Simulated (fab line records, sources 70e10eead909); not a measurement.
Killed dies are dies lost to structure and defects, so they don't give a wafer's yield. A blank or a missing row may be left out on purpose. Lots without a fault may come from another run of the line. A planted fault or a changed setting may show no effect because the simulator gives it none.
Chamber matching | flow nand_harc | NHARC_A_CONTACT_ETCH_90 on rie_diel-01: 4 sister chambers
The step etches the open film in CH3F/O2, target depth 40 nm, time 85.7 s. 24 wafers are shown with their chamber, then 12 later ones without.

WAFERS WITH THEIR CHAMBER
wafer  | chamber | showerhead_plenum_p_Torr (Torr) | drypump_motor_current_A (A) | rf_vpp_V (V)
L074.3 | 0       | 2.44                            | 5.6                         | 243.1
L074.4 | 1       | 2.56                            | 5.4                         | 245.7
L074.5 | 3       | 2.38                            | 6.2                         | 243.5
L077.1 | 0       | 2.43                            | 5.7                         | 244.6
L077.2 | 3       | 2.38                            | 6.2                         | 242.2
L077.5 | 3       | 2.38                            | 6.2                         | 245.3
L075.3 | 2       | 2.38                            | 5.1                         | 244.0
L075.4 | 3       | 2.38                            | 6.2                         | 242.4
L075.5 | 1       | 2.56                            | 5.4                         | 245.5
L076.1 | 3       | 2.38                            | 6.2                         | 242.8
L076.3 | 2       | 2.38                            | 5.1                         | 243.5
L076.4 | 0       | 2.43                            | 5.7                         | 244.5
L078.1 | 0       | 2.43                            | 5.7                         | 245.1
L078.2 | 3       | 2.38                            | 6.2                         | 243.4
L078.4 | 1       | 2.56                            | 5.4                         | 245.7
L079.2 | 1       | 2.56                            | 5.4                         | 244.9
L079.4 | 3       | 2.38                            | 6.2                         | 244.4
L079.5 | 3       | 2.38                            | 6.2                         | 242.3
L082.3 | 0       | 2.43                            | 5.7                         | 243.5
L082.5 | 0       | 2.43                            | 5.6                         | 242.9
L082.6 | 3       | 2.38                            | 6.2                         | 244.3
L086.2 | 0       | 2.43                            | 5.6                         | 245.3
L086.3 | 3       | 2.38                            | 6.2                         | 244.2
L086.6 | 3       | 2.38                            | 6.2                         | 242.5

SIGNATURES (means of the wafers above)
reading                  | chamber 0 | chamber 1 | chamber 2 | chamber 3 | scatter within a chamber
showerhead_plenum_p_Torr | 2.4314    | 2.5600    | 2.3800    | 2.3800    | 0.00207
drypump_motor_current_A  | 5.657     | 5.400     | 5.100     | 6.200     | 0.0293
rf_vpp_V                 | 244.143   | 245.450   | 243.750   | 243.391   | 0.924
Rule: a wafer's distance from a chamber is the root of the sum, over the readings, of the square of ((its reading less the chamber's mean) divided by the reading's scatter). The wafer belongs to the nearest chamber; if the next one is less than 2 further off, it can't be placed. The scatter: the root of (the sum of the squares of (reading less its chamber's mean) over the shown wafers, divided by (wafers less chambers)).

WAFERS WITHOUT THEIR CHAMBER
wafer  | showerhead_plenum_p_Torr (Torr) | drypump_motor_current_A (A) | rf_vpp_V (V)
L088.1 | 2.55                            | 5.4                         | 246.3
L088.2 | 2.43                            | 5.7                         | 244.6
L088.5 | 2.43                            | 5.7                         | 243.4
L091.2 | 2.43                            | 5.6                         | 245.5
L091.3 | 2.38                            | 6.2                         | 243.4
L091.6 | 2.37                            | 5.1                         | 241.2
L096.2 | 2.37                            | 5.1                         | 242.4
L096.3 | 2.37                            | 6.2                         | 244.1
L096.6 | 2.37                            | 6.2                         | 244.0
L097.2 | 2.37                            | 5.1                         | 241.7
L097.4 | 2.55                            | 5.4                         | 245.9
L097.6 | 2.55                            | 5.4                         | 246.3

WHICH CHAMBER EACH WENT THROUGH
wafer  | from the rows above | in truth
L088.1 | 1                   | 1
L088.2 | 0                   | 0
L088.5 | 0                   | 0
L091.2 | 0                   | 0
L091.3 | 3                   | 3
L091.6 | 2                   | 2
L096.2 | 2                   | 2
L096.3 | 3                   | 3
L096.6 | 3                   | 3
L097.2 | 2                   | 2
L097.4 | 1                   | 1
L097.6 | 1                   | 1
Placed correctly: 12 of 12. Can't be placed from these rows: 0. Placed wrongly: 0.
